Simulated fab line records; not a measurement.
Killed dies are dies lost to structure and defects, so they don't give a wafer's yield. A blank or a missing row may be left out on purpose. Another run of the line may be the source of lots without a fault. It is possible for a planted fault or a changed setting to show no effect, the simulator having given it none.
fab line records    flow nandHarc
record lots=14  wafers=41  lastDay=33
route steps=1302 shown A_M1@1180 END@1302
lots untouched by any fault: they come from a run of this same line in which no faults occurred
startH: hours from the record's opening day to when the first of the lot's shown wafers began    waitH: hours since the lot's step before    " same as the row above    L1.1+2: several wafers, shown together as one row    - either no value or no given start    * or withheld: withheld    < > ~ a bound
route shown NAME@n: a module of which the file shows steps, and the number in the route of the first    usual: mean/standard deviation of fault-free wafers    same: alike in all rows    chamber/n: place in a boat    sites: each site's reading    _std_site: their standard deviation    _edge_site: outer sites' mean less inner sites'    radiusMm: how far each site lies from the wafer's centre    mask NAME#n: copy n    behind: tool/chamber where the wafer was last shaped    hold: why the lot was held/for how many hours/how that ended    device: transistor that didn't switch, given as n, p or np    end of line: tests run on the same wafers once the route is complete    a step without rows: its recipe alone    killed: at the first sort, the dies lost to defects and structure; wafer yield is something else    map: dies across one wafer; x = killed, . = not, _ = none there
set.NAME: the run value of the setting; set.NAME@STEP: its run value at that earlier step    model.NAME: the simulator's own value behind a step, which no gauge read
route steps across a sampled set of lots; one table per step, one row per wafer
services: from which hour (startH, from the record's first day; less than 0 if before it) a tool's chamber was out of use, for how many hours, and why
## steps
# step NHARC_A_M1_OVL_MEAS_10
# recipe pitchNm=240
# usual overlayXNm=-0.1/0.78  overlayYNm=0.0/0.67
lot.wafer  tool        chamber  startH  waitH  overlayXNm  overlayYNm
L713.2     overlay-02  -        538.44  -      1.2         -0.7
L713.5     "           -        "       "      1.3         -0.2
L713.6     "           -        "       "      1.5         -0.1
L711.1     overlay-01  -        540.32  -      -1.0        1.1
L711.4     "           -        "       "      -0.7        1.1
L711.6     "           -        "       "      -1.1        0.5
L712.2     overlay-02  -        547.47  -      0.6         0.0
L712.5     "           -        "       "      0.4         0.1
L712.6     "           -        "       "      0.8         -0.3
L714.2     overlay-01  -        564.54  -      -0.3        0.5
L714.4     "           -        "       "      -0.8        0.8
L714.6     "           -        "       "      -0.6        1.2
L715.3     overlay-01  -        566.66  -      0.5         -0.8
L715.4     "           -        "       "      1.0         0.1
L715.6     "           -        "       "      0.9         -0.5
L716.1     overlay-01  -        570.65  -      -0.4        -0.5
L716.2     "           -        "       "      0.0         -0.2
L716.3     "           -        "       "      0.0         0.4
L719.1     overlay-02  -        584.66  -      0.0         -0.6
L719.2     "           -        "       "      0.7         -0.7
L719.5     "           -        "       "      0.3         -0.2
L717.1     overlay-01  -        587.77  -      1.1         0.3
L717.3     "           -        "       "      1.1         1.0
L717.5     "           -        "       "      1.0         0.9
L718.2     overlay-02  -        588.85  -      -1.5        -1.0
L718.3     "           -        "       "      -1.4        -1.4
L718.5     "           -        "       "      -1.1        -1.2
L723.1     overlay-02  -        643.70  -      0.7         0.3
L723.3     "           -        "       "      0.8         0.3
L723.4     "           -        "       "      0.3         0.7
L727.2     overlay-02  -        711.52  -      -0.7        1.5
L727.6     "           -        "       "      -1.4        1.6
L728.1     overlay-02  -        721.59  -      -0.8        0.5
L728.2     "           -        "       "      -0.9        0.9
L728.3     "           -        "       "      -0.8        0.6
L729.4     overlay-01  -        723.14  -      0.1         -0.7
L729.5     "           -        "       "      -0.1        -1.2
L729.6     "           -        "       "      0.3         -1.3
L733.2     overlay-02  -        738.12  -      -2.2        0.2
L733.3     "           -        "       "      -1.1        0.4
L733.4     "           -        "       "      -1.9        -0.4
# step NHARC_A_M1_DEGAS_29
# recipe tempC=250  timeS=60
# usual heaterPowerW=334/37
lot.wafer  tool           chamber  startH  waitH  heaterPowerW
L713.2     pvdSputter-02  -        539.60  -      330
L713.5     "              -        "       "      347
L713.6     "              -        "       "      352
L711.1     pvdSputter-01  -        541.45  -      279
L711.4     "              -        "       "      336
L711.6     "              -        "       "      277
L712.2     pvdSputter-03  -        548.61  -      317
L712.6     "              -        "       "      299
L712.5     "              -        "       "      385
L714.4     pvdSputter-01  -        565.66  -      282
L714.2     "              -        "       "      339
L714.6     "              -        "       "      366
L715.4     pvdSputter-02  -        567.78  -      347
L715.3     "              -        "       "      351
L715.6     "              -        "       "      351
L716.1     pvdSputter-01  -        571.76  -      330
L716.2     "              -        "       "      363
L716.3     "              -        "       "      309
L719.1     pvdSputter-02  -        585.80  -      359
L719.2     "              -        "       "      336
L719.5     "              -        "       "      355
L717.3     pvdSputter-03  -        588.89  -      296
L717.1     "              -        "       "      306
L717.5     "              -        "       "      381
L718.3     pvdSputter-03  -        589.97  -      366
L718.2     "              -        "       "      305
L718.5     "              -        "       "      338
L723.4     pvdSputter-03  -        644.83  -      341
L723.3     "              -        "       "      310
L723.1     "              -        "       "      307
L727.2     pvdSputter-01  -        712.66  -      315
L727.6     "              -        "       "      271
L728.1     pvdSputter-01  -        722.72  -      325
L728.2     "              -        "       "      371
L728.3     "              -        "       "      276
L729.4     pvdSputter-03  -        724.46  -      319
L729.5     "              -        "       "      302
L729.6     "              -        "       "      314
L733.2     pvdSputter-02  -        739.46  -      407
L733.4     "              -        "       "      351
L733.3     "              -        "       "      368
# step NHARC_A_M1_PVD_20
# recipe targetThkA=50  biasV=168.6  powerW=15000  chamberPressurePa=0.12  timeS=8.06  substrateTempC=50  material=TaN
# usual cathodeDcPowerW=15000/2.5  throttleValvePct=30.3/1.1
lot.wafer  tool           chamber  startH  waitH  cathodeDcPowerW  throttleValvePct
L713.2     pvdSputter-02  -        539.71  -      15001            28.4
L713.6     "              -        "       "      14996            27.9
L713.5     "              -        "       "      15001            29.5
L711.1     pvdSputter-01  -        541.64  0.1    14999            31.4
L711.4     "              -        "       "      14999            30.7
L711.6     "              -        "       "      14999            29.1
L712.2     pvdSputter-03  -        548.71  -      14998            30.5
L712.5     "              -        "       "      15000            29.4
L712.6     "              -        "       "      14997            30.9
L714.2     pvdSputter-01  -        565.78  -      14998            30.6
L714.4     "              -        "       "      15002            31.4
L714.6     "              -        "       "      15004            30.4
L715.4     pvdSputter-02  -        567.90  -      15000            28.3
L715.3     "              -        "       "      15003            28.3
L715.6     "              -        "       "      14997            29.8
L716.2     pvdSputter-01  -        571.89  -      14998            31.8
L716.1     "              -        "       "      14997            29.0
L716.3     "              -        "       "      15004            32.2
L719.2     pvdSputter-02  -        585.91  -      15000            28.6
L719.1     "              -        "       "      14994            28.4
L719.5     "              -        "       "      15001            28.5
L717.1     pvdSputter-03  -        589.01  -      15006            29.3
L717.3     "              -        "       "      15001            29.0
L717.5     "              -        "       "      15003            30.6
L718.3     pvdSputter-03  -        590.11  -      15001            28.8
L718.2     "              -        "       "      14999            29.0
L718.5     "              -        "       "      14999            29.2
L723.3     pvdSputter-03  -        644.94  -      15000            29.0
L723.1     "              -        "       "      14999            29.2
L723.4     "              -        "       "      15001            29.4
L727.2     pvdSputter-01  -        712.80  -      14461            31.9
L727.6     "              -        "       "      14461            31.8
L728.2     pvdSputter-01  -        722.84  -      14467            29.9
L728.3     "              -        "       "      14461            30.2
L728.1     "              -        "       "      14462            31.6
L729.4     pvdSputter-03  -        724.58  -      14998            28.8
L729.6     "              -        "       "      15002            30.4
L729.5     "              -        "       "      14999            29.1
L733.3     pvdSputter-02  -        739.57  -      15001            29.6
L733.4     "              -        "       "      14998            28.3
L733.2     "              -        "       "      14993            29.6
# step NHARC_A_M1_THK_MEAS_24
# recipe thkMeasGauge=xrf
# usual thkNm=155.0/1.9
lot.wafer  tool          chamber  startH  waitH  thkNm
L713.2     filmMetro-02  -        541.01  -      156.5
L713.5     "             -        "       "      157.3
L713.6     "             -        "       "      157.8
L711.1     filmMetro-02  -        543.38  -      155.6
L711.4     "             -        "       "      155.0
L711.6     "             -        "       "      152.8
L712.2     filmMetro-02  -        550.01  -      156.7
L712.5     "             -        "       "      154.2
L712.6     "             -        "       "      153.9
L714.2     filmMetro-01  -        567.07  -      151.3
L714.4     "             -        "       "      156.7
L714.6     "             -        "       "      154.5
L715.3     filmMetro-01  -        569.17  -      154.9
L715.4     "             -        "       "      152.7
L715.6     "             -        "       "      156.2
L716.1     filmMetro-02  -        573.17  -      151.6
L716.2     "             -        "       "      158.8
L716.3     "             -        "       "      152.4
L719.1     filmMetro-02  -        587.20  -      153.6
L719.2     "             -        "       "      156.5
L719.5     "             -        "       "      155.9
L717.1     filmMetro-01  -        590.35  -      153.1
L717.3     "             -        "       "      154.8
L717.5     "             -        "       "      155.7
L718.2     filmMetro-01  -        591.68  -      157.4
L718.3     "             -        "       "      155.6
L718.5     "             -        "       "      155.4
L723.1     filmMetro-01  -        646.21  -      153.5
L723.3     "             -        "       "      152.7
L723.4     "             -        "       "      152.8
L727.2     filmMetro-02  -        714.04  -      151.8
L727.6     "             -        "       "      153.4
L728.1     filmMetro-01  -        724.14  -      151.7
L728.2     "             -        "       "      157.0
L728.3     "             -        "       "      153.2
L729.4     filmMetro-01  -        725.86  -      152.0
L729.5     "             -        "       "      152.6
L729.6     "             -        "       "      152.6
L733.2     filmMetro-02  -        740.88  -      158.3
L733.3     "             -        "       "      154.6
L733.4     "             -        "       "      154.6
# step NHARC_END_SORT_01
# recipe tempC=25
# usual defectLimitedYield=90/3.4  killedAtArray=61/24  killedAtOther=1.2/1.3  killedAtPeriphery=3.7/2.6  killedDies=66/23  killedOpen=3.3/1.8  killedShort=2.4/1.6
# same grossDies=677
lot.wafer  tool       chamber  startH  waitH  defectLimitedYield[%]  killedAtArray  killedAtOther  killedAtPeriphery  killedDies  killedOpen  killedShort
L714.2     prober-02  0        601.91  2.8    87                     83             2              1                  86          4           5
L714.4     prober-02  0        603.53  3.4    88                     82             1              0                  83          1           1
L714.6     prober-02  0        605.14  4.0    87                     84             1              3                  88          1           1
L728.1     prober-01  0        761.47  2.5    92                     48             1              4                  53          5           1
L728.2     prober-01  0        762.27  2.8    91                     56             0              3                  59          4           5
L728.3     prober-01  0        763.07  3.1    90                     61             0              5                  66          4           1
L729.4     prober-01  0        771.72  3.4    89                     69             0              5                  74          2           1
L729.5     prober-01  0        772.53  3.7    88                     78             0              3                  81          3           3
L729.6     prober-01  0        773.33  4.0    85                     91             0              8                  99          4           2
L733.2     prober-02  0        781.07  2.9    94                     35             2              7                  44          5           3
L733.3     prober-02  0        781.86  3.1    95                     25             2              6                  33          6           2
L733.4     prober-02  0        782.66  3.4    95                     30             1              3                  34          3           3
# killed by level:class
L714.2 A_CHANNEL_HOLE_D1:chamberFilmFlake=27 A_SLIT:chamberFilmFlake=26 A_CHANNEL_HOLE_D2:chamberFilmFlake=7 A_CONTACT:chamberFilmFlake=7 A_STAIRCASE:chamberFilmFlake=4 A_CHANNEL_FILL_D2:geometricParticle:short=2 A_CHANNEL_FILL_D2:chamberFilmFlake=2 THIN_TSV:chamberFilmFlake=2
L714.4 A_CHANNEL_HOLE_D1:chamberFilmFlake=37 A_SLIT:chamberFilmFlake=24 A_CHANNEL_HOLE_D2:chamberFilmFlake=6 A_CONTACT:chamberFilmFlake=5 A_STAIRCASE:chamberFilmFlake=4 A_DECK1_JOINT:chamberFilmFlake=2 A_ONON_D2:geometricParticle:short=1 A_M1:geometricParticle:open=1
L714.6 A_CHANNEL_HOLE_D1:chamberFilmFlake=36 A_SLIT:chamberFilmFlake=24 A_CHANNEL_HOLE_D2:chamberFilmFlake=8 A_CONTACT:chamberFilmFlake=8 A_ZERO_WELL:chamberFilmFlake=3 P_M1:chamberFilmFlake=2 A_CHANNEL_FILL_D1:geometricParticle:short=1 A_CHANNEL_FILL_D1:geometricParticle:open=1
L728.1 A_SLIT:chamberFilmFlake=25 A_CHANNEL_HOLE_D1:chamberFilmFlake=11 A_CHANNEL_HOLE_D2:geometricParticle:open=2 P_STI:chamberFilmFlake=2 A_DECK1_JOINT:chamberFilmFlake=2 A_CONTACT:chamberFilmFlake=2 A_ONON_D1:geometricParticle:open=1 A_CONTACT:geometricParticle:open=1
L728.2 A_SLIT:chamberFilmFlake=28 A_CHANNEL_HOLE_D1:chamberFilmFlake=14 A_CONTACT:chamberFilmFlake=4 A_DECK1_JOINT:geometricParticle:short=2 A_ONON_D1:geometricParticle:short=1 A_CHANNEL_HOLE_D2:geometricParticle:short=1 A_CHANNEL_HOLE_D2:geometricParticle:open=1 A_CHANNEL_FILL_D2:geometricParticle:open=1
L728.3 A_SLIT:chamberFilmFlake=41 A_CHANNEL_HOLE_D1:chamberFilmFlake=15 P_M2:chamberFilmFlake=2 P_GATE:geometricParticle:open=1 P_M0:geometricParticle:open=1 A_ONON_D1:geometricParticle:open=1 A_DECK1_JOINT:geometricParticle:short=1 A_WL_FILL:geometricParticle:open=1
L729.4 A_CHANNEL_HOLE_D1:chamberFilmFlake=28 A_CHANNEL_HOLE_D2:chamberFilmFlake=24 A_CONTACT:chamberFilmFlake=8 P_GATE:chamberFilmFlake=3 A_SLIT:chamberFilmFlake=3 A_WL_FILL:chamberFilmFlake=2 P_M0:geometricParticle:open=1 A_CHANNEL_HOLE_D1:geometricParticle:short=1
L729.5 A_CHANNEL_HOLE_D1:chamberFilmFlake=30 A_CHANNEL_HOLE_D2:chamberFilmFlake=27 A_CONTACT:chamberFilmFlake=11 P_GATE:chamberFilmFlake=3 A_CHANNEL_FILL_D2:chamberFilmFlake=2 A_ONON_D1:geometricParticle:open=1 A_CHANNEL_HOLE_D1:geometricParticle:short=1 A_CHANNEL_FILL_D1:geometricParticle:short=1
L729.6 A_CHANNEL_HOLE_D1:chamberFilmFlake=39 A_CHANNEL_HOLE_D2:chamberFilmFlake=30 A_CONTACT:chamberFilmFlake=9 A_SLIT:chamberFilmFlake=8 P_GATE:chamberFilmFlake=3 P_M0:geometricParticle:open=2 A_STAIRCASE:chamberFilmFlake=2 P_CONTACT:geometricParticle:open=1
L733.2 A_CONTACT:chamberFilmFlake=17 A_SLIT:chamberFilmFlake=8 P_GATE:chamberFilmFlake=5 A_ONON_D2:geometricParticle:short=2 THIN_TSV:chamberFilmFlake=2 P_M0:geometricParticle:open=1 A_ONON_D1:geometricParticle:open=1 A_CHANNEL_HOLE_D1:geometricParticle:short=1
L733.3 A_CONTACT:chamberFilmFlake=11 A_SLIT:chamberFilmFlake=7 P_GATE:chamberFilmFlake=3 THIN_TSV:chamberFilmFlake=2 P_CONTACT:geometricParticle:open=1 P_M1:geometricParticle:open=1 A_ONON_D1:geometricParticle:open=1 A_CHANNEL_FILL_D1:geometricParticle:open=1
L733.4 A_CONTACT:chamberFilmFlake=10 A_SLIT:chamberFilmFlake=9 A_STAIRCASE:chamberFilmFlake=5 P_GATE:geometricParticle:open=1 P_M2:geometricParticle:open=1 A_ONON_D1:geometricParticle:short=1 A_CHANNEL_FILL_D2:geometricParticle:short=1 A_M0:geometricParticle:open=1
## services
tool           chamber  startH  hours  kind
pvdSputter-03  -        526.03  10.0   pm
pvdSputter-02  -        549.35  4.2    repair
pvdSputter-03  -        556.62  3.0    repair
pvdSputter-02  -        566.96  0.5    repair
pvdSputter-01  -        582.02  10.0   pm
pvdSputter-02  -        601.48  8.7    repair
pvdSputter-02  -        638.00  10.0   pm
pvdSputter-03  -        704.03  10.0   pm
## key
firstSign step=NHARC_A_M1_PVD_20  reading=cathodeDcPowerW  direction=down  sigmas=99+  usual=*  struck=*
effect none on later readings
metAt NHARC_A_M1_PVD_20
struckLots L727,L728
notActingAt NHARC_A_M1_OVL_MEAS_10,NHARC_A_M1_DEGAS_29,NHARC_A_M1_THK_MEAS_24
onsetBetween 571.89 712.80
fault kind=processParameterDrift  tool=pvdSputter-01  chamber=-  onsetH=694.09  steps=NHARC_A_M1_PVD_20  channel=powerW  offset=*  shape=step  endH=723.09  actsIn=*  stated=*
